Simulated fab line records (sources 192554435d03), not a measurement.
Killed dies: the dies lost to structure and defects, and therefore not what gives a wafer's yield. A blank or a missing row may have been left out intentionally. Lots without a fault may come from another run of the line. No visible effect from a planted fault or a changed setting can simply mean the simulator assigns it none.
Chamber matching + flow n5_finfet + 4 sister chambers for N5_BEOL_M0_STRIP_142 on rie_diel-06
The step strips in N2/H2, time 10 s. 16 wafers are shown with their chamber, then 8 later ones without.

WAFERS WITH THEIR CHAMBER
| wafer  | chamber | drypump_motor_current_A (A) | throttle_valve_pct (%) | showerhead_plenum_p_Torr (Torr) |
|--------|---------|-----------------------------|------------------------|---------------------------------|
| L076.1 | 1       | 6.5                         | 24.0                   | 2.62                            |
| L076.2 | 2       | 5.4                         | 23.4                   | 2.54                            |
| L076.6 | 3       | 5.3                         | 23.5                   | 2.58                            |
| L079.3 | 1       | 6.5                         | 24.0                   | 2.62                            |
| L079.4 | 2       | 5.4                         | 23.4                   | 2.53                            |
| L079.6 | 3       | 5.3                         | 23.5                   | 2.58                            |
| L081.2 | 1       | 6.5                         | 24.0                   | 2.61                            |
| L081.3 | 2       | 5.4                         | 23.4                   | 2.53                            |
| L081.5 | 3       | 5.2                         | 23.5                   | 2.58                            |
| L083.1 | 0       | 5.7                         | 23.2                   | 2.64                            |
| L083.2 | 1       | 6.5                         | 24.0                   | 2.61                            |
| L083.3 | 2       | 5.4                         | 23.4                   | 2.53                            |
| L086.4 | 1       | 6.5                         | 24.1                   | 2.61                            |
| L086.5 | 2       | 5.4                         | 23.5                   | 2.53                            |
| L086.6 | 1       | 6.5                         | 24.1                   | 2.61                            |
| L092.1 | 3       | 5.3                         | 23.5                   | 2.57                            |

SIGNATURES, as means of the wafers listed above
| reading                  | chamber 0 | chamber 1 | chamber 2 | chamber 3 | scatter within a chamber |
|--------------------------|-----------|-----------|-----------|-----------|--------------------------|
| drypump_motor_current_A  | 5.700     | 6.500     | 5.400     | 5.275     | 0.025                    |
| throttle_valve_pct       | 23.200    | 24.033    | 23.420    | 23.500    | 0.0422                   |
| showerhead_plenum_p_Torr | 2.6400    | 2.6133    | 2.5320    | 2.5775    | 0.0049                   |
Rule: for each reading, subtract the chamber's mean from the wafer's reading, divide by that reading's scatter and square the result; add these up over the readings and take the root, which gives the wafer's distance from the chamber. If the next closest chamber is less than 2 further off than the closest, the wafer can't be placed; otherwise it belongs to the closest. The scatter: take each reading less its chamber's mean, square it, sum over the shown wafers, divide by the number of wafers less the number of chambers, and take the root.

WAFERS WITHOUT THEIR CHAMBER
| wafer  | drypump_motor_current_A (A) | throttle_valve_pct (%) | showerhead_plenum_p_Torr (Torr) |
|--------|-----------------------------|------------------------|---------------------------------|
| L092.4 | 5.4                         | 23.5                   | 2.53                            |
| L092.5 | 5.4                         | 23.5                   | 2.53                            |
| L091.1 | 5.3                         | 23.5                   | 2.57                            |
| L091.3 | 5.4                         | 23.5                   | 2.52                            |
| L091.4 | 5.3                         | 23.5                   | 2.57                            |
| L093.1 | 5.4                         | 23.5                   | 2.52                            |
| L093.4 | 5.3                         | 23.5                   | 2.57                            |
| L093.5 | 5.7                         | 23.3                   | 2.63                            |

EACH ONE'S CHAMBER
| wafer  | from the rows above | in truth |
|--------|---------------------|----------|
| L092.4 | 2                   | 2        |
| L092.5 | 2                   | 2        |
| L091.1 | 3                   | 3        |
| L091.3 | 2                   | 2        |
| L091.4 | 3                   | 3        |
| L093.1 | 2                   | 2        |
| L093.4 | 3                   | 3        |
| L093.5 | 0                   | 0        |
Correct placement for 8 of the 8. Number that these rows cannot place: 0. Number placed wrongly: 0.
